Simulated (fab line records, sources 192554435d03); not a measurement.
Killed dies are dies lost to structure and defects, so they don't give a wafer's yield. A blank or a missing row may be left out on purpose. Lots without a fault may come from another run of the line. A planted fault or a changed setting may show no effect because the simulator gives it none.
Which tool did it? | flow n5_finfet | 9 lots, 27 wafers sampled, at 7 steps of a route of 1938

WHAT THE GAUGES READ, wafer by wafer
N5_BEOL_M4_RC_MEAS_101.
lot  | measured     | on        | DIBL_N (mV/V)  | DIBL_P (mV/V)  | IOFF_N (nA/um)    | IOFF_P (nA/um) | ION_N (uA/um) | ION_P (uA/um) | SS_N (mV/dec)  | SS_P (mV/dec)  | VT_N (mV)   | VT_P (mV)
L509 | day 7 21:32  | prober-01 | 35.2 33.2 33.7 | 35.4 33.1 34.3 | 0.146 0.118 0.132 | 0.20 0.16 0.19 | 668 661 667   | 470 461 458   | 71.2 70.4 71.0 | 73.2 73.0 72.7 | 252 254 252 | -250 -253 -250
L510 | day 8 05:31  | prober-01 | 33.3 35.7 35.2 | 32.2 35.4 34.4 | 0.102 0.135 0.136 | 0.17 0.20 0.20 | 653 654 666   | 460 456 459   | 70.6 72.1 71.4 | 72.2 73.7 72.7 | 256 254 254 | -253 -251 -249
L512 | day 8 11:33  | prober-02 | 36.9 36.9 34.7 | 36.3 35.9 34.3 | 0.167 0.153 0.123 | 0.18 0.18 0.16 | 677 660 672   | 461 448 457   | 71.3 71.9 70.7 | 73.6 73.7 72.6 | 250 255 254 | -254 -255 -254
L513 | day 8 13:30  | prober-01 | 36.4 35.6 35.0 | 39.0 36.4 36.8 | 0.167 0.153 0.141 | 0.26 0.22 0.21 | 684 667 660   | 469 466 462   | 72.0 71.8 70.9 | 73.6 72.4 73.0 | 249 253 251 | -245 -247 -249
L514 | day 8 22:27  | prober-01 | 34.8 37.8 35.3 | 33.7 38.1 34.2 | 0.118 0.169 0.136 | 0.18 0.24 0.18 | 652 669 672   | 454 465 463   | 71.3 72.4 71.1 | 73.1 73.7 72.9 | 255 250 250 | -252 -246 -252
L527 | day 12 11:52 | prober-01 | 34.1 33.2 32.0 | 35.3 33.7 32.7 | 0.130 0.116 0.098 | 0.16 0.15 0.13 | 660 672 652   | 447 451 450   | 71.4 71.2 70.7 | 72.9 72.9 72.6 | 252 251 257 | -257 -256 -257
L528 | day 13 01:37 | prober-02 | 34.4 35.9 34.5 | 34.3 36.0 33.9 | 0.118 0.145 0.125 | 0.18 0.21 0.18 | 667 662 662   | 462 456 463   | 70.8 71.1 71.1 | 72.6 73.1 72.5 | 256 250 252 | -251 -251 -252
L530 | day 13 08:37 | prober-02 | 34.3 34.2 34.4 | 34.3 33.8 34.6 | 0.137 0.136 0.143 | 0.20 0.19 0.21 | 671 672 675   | 463 468 472   | 71.6 70.3 70.9 | 73.4 72.6 73.2 | 252 250 249 | -247 -249 -245
L531 | day 13 10:40 | prober-01 | 35.1 36.1 35.9 | 35.2 36.0 36.8 | 0.132 0.156 0.150 | 0.16 0.18 0.19 | 676 674 680   | 463 461 462   | 70.9 71.5 71.0 | 72.4 73.2 72.9 | 251 250 251 | -254 -256 -253

N5_BEOL_M12_THK_MEAS_50: measures by xrf.
lot  | measured     | on            | M12_THK (nm)
L509 | day 10 17:29 | film_metro-02 | 333 328 331
L510 | day 11 04:22 | film_metro-01 | 329 321 321
L512 | day 11 04:05 | film_metro-02 | 324 316 333
L513 | day 11 04:29 | film_metro-02 | 315 329 329
L514 | day 11 23:08 | film_metro-01 | 325 322 327
L527 | day 15 14:09 | film_metro-02 | 318 314 321
L528 | day 16 01:02 | film_metro-01 | 324 326 323
L530 | day 16 15:02 | film_metro-02 | 325 324 332
L531 | day 16 04:43 | film_metro-02 | 326 322 320

N5_BEOL_M12_RS_MEAS_54: measures by four-point-probe.
lot  | measured     | on            | M12_RS (ohm/sq)
L509 | day 10 17:37 | film_metro-02 | 0.0586 0.0591 0.0584
L510 | day 11 04:31 | film_metro-02 | 0.0586 0.0604 0.0605
L512 | day 11 04:13 | film_metro-02 | 0.0599 0.0611 0.0583
L513 | day 11 04:37 | film_metro-01 | 0.0619 0.0588 0.0588
L514 | day 11 23:16 | film_metro-02 | 0.0595 0.0601 0.0593
L527 | day 15 14:18 | film_metro-01 | 0.0606 0.0618 0.0601
L528 | day 16 01:10 | film_metro-01 | 0.0594 0.0593 0.0597
L530 | day 16 15:10 | film_metro-01 | 0.0594 0.0598 0.0582
L531 | day 16 04:50 | film_metro-01 | 0.0591 0.0596 0.0600

N5_BEOL_M13_CD_MEAS_10: target cd 190 nm.
lot  | measured     | on        | cd_nm (nm)
L509 | day 10 18:08 | cd_sem-03 | 191.2 192.6 192.4
L510 | day 11 05:02 | cd_sem-01 | 58.1 189.0 190.2
L512 | day 11 04:43 | cd_sem-02 | 192.5 190.5 191.7
L513 | day 11 05:15 | cd_sem-03 | 189.5 188.8 189.7
L514 | day 11 23:55 | cd_sem-03 | 63.2 62.1 189.6
L527 | day 15 14:56 | cd_sem-03 | 187.4 189.7 188.9
L528 | day 16 01:41 | cd_sem-01 | 188.5 190.8 188.3
L530 | day 16 15:48 | cd_sem-01 | 190.2 189.3 188.6
L531 | day 16 05:22 | cd_sem-02 | 191.1 191.2 189.7

N5_BEOL_M13_CD_MEAS_17: target cd 190 nm.
lot  | measured     | on        | cd_nm (nm)
L509 | day 10 18:45 | cd_sem-01 | 191.1 193.8 191.3
L510 | day 11 05:38 | cd_sem-02 | 57.8 188.6 191.5
L512 | day 11 05:20 | cd_sem-02 | 194.3 190.1 193.3
L513 | day 11 05:57 | cd_sem-01 | 189.7 189.7 188.5
L514 | day 12 00:32 | cd_sem-02 | 62.3 61.2 191.1
L527 | day 15 15:34 | cd_sem-03 | 188.5 190.2 189.7
L528 | day 16 02:18 | cd_sem-01 | 189.0 191.9 188.7
L530 | day 16 16:46 | cd_sem-03 | 190.2 189.8 188.4
L531 | day 16 06:15 | cd_sem-01 | 190.3 191.9 190.3

WHICH TOOL RAN EACH LOT (tool, then ch and the chambers of the sampled wafers, then the start)
lot  | N5_BEOL_M12_STRIP_37                 | N5_BEOL_M13_EXPOSE_07
L509 | plasma_asher-01 ch 0,1, day 10 12:32 | krf_scanner-02 ch 0, day 10 17:58
L510 | plasma_asher-02 ch 0,1, day 11 02:26 | krf_scanner-02 ch 0, day 11 04:52
L512 | plasma_asher-02 ch 0,1, day 11 01:10 | krf_scanner-02 ch 0, day 11 04:34
L513 | plasma_asher-02 ch 0,1, day 11 02:40 | krf_scanner-01 ch 0, day 11 05:05
L514 | plasma_asher-02 ch 0,1, day 11 21:37 | krf_scanner-02 ch 0, day 11 23:44
L527 | plasma_asher-02 ch 0, day 15 10:42   | krf_scanner-02 ch 0, day 15 14:46
L528 | plasma_asher-02 ch 0,1, day 15 21:54 | krf_scanner-02 ch 0, day 16 01:31
L530 | plasma_asher-02 ch 0,1, day 16 08:20 | krf_scanner-02 ch 0, day 16 15:38
L531 | plasma_asher-01 ch 0,1, day 16 01:52 | krf_scanner-02 ch 0, day 16 05:11
- N5_BEOL_M12_STRIP_37: strips in N2/H2.
- N5_BEOL_M13_EXPOSE_07: exposes mask V12.

WHAT THE TOOLS THEMSELVES READ (means of the sampled wafers that have a number; where no wafer has one, the mark that the record gives instead)
N5_BEOL_M12_STRIP_37.
lot  | tool            | drypump_motor_current_A (A) | h2_flow_sccm (sccm) | heater_power_w (W) | oes_product_au (a.u.)
L509 | plasma_asher-01 | 6.1                         | 3259                | 330                | 0.790
L510 | plasma_asher-02 | 5.4                         | 3246                | 341                | 0.797
L512 | plasma_asher-02 | 5.3                         | 3259                | 323                | 0.794
L513 | plasma_asher-02 | 5.4                         | 3252                | 345                | 0.784
L514 | plasma_asher-02 | 5.3                         | 3246                | 328                | 0.786
L527 | plasma_asher-02 | 5.3                         | 3251                | 308                | 0.790
L528 | plasma_asher-02 | 5.3                         | 3255                | 331                | 0.786
L530 | plasma_asher-02 | 5.4                         | 3244                | 324                | 0.794
L531 | plasma_asher-01 | 6.2                         | 3243                | 313                | 0.798

THE ANSWER, worked out from the rows above alone
Rule: what is usual is taken from the lots themselves. Put in order of their means at a reading, lots are off if they are a third of the lots or fewer, leave a main group of 4 or more, and stand apart from it by a gap of 3 or more times the standard deviation of the main group's means; of several such gaps the widest counts. A main group whose means are all the same, to the digits that the tables above print for the reading, isn't used. A lot without any number at a reading at which 4 lots or more have one is off too. The other lots that the step has rows for count as sound. The gauges are gone through in route order, then the tools' own readings, and for those a lot's mean is taken as printed above. The first step at which some lot is off is used, and at that step the reading that is off furthest; a lot without a number counts as furthest.
Off: L510, L514, at N5_BEOL_M13_CD_MEAS_10 (cd_nm). The main group: mean 190.1 nm, standard deviation 1.2.
A tool fits if, at a process step before that reading, it ran every lot that is off, and no sound lot after the first of them. The gauges at N5_BEOL_M13_CD_MEAS_10 aren't tried: what is off there is off at N5_BEOL_M13_CD_MEAS_17 too, on other tools, and a gauge's error can't cause that. None of those tried fits.

WHAT THE SIMULATOR HAD PUT IN
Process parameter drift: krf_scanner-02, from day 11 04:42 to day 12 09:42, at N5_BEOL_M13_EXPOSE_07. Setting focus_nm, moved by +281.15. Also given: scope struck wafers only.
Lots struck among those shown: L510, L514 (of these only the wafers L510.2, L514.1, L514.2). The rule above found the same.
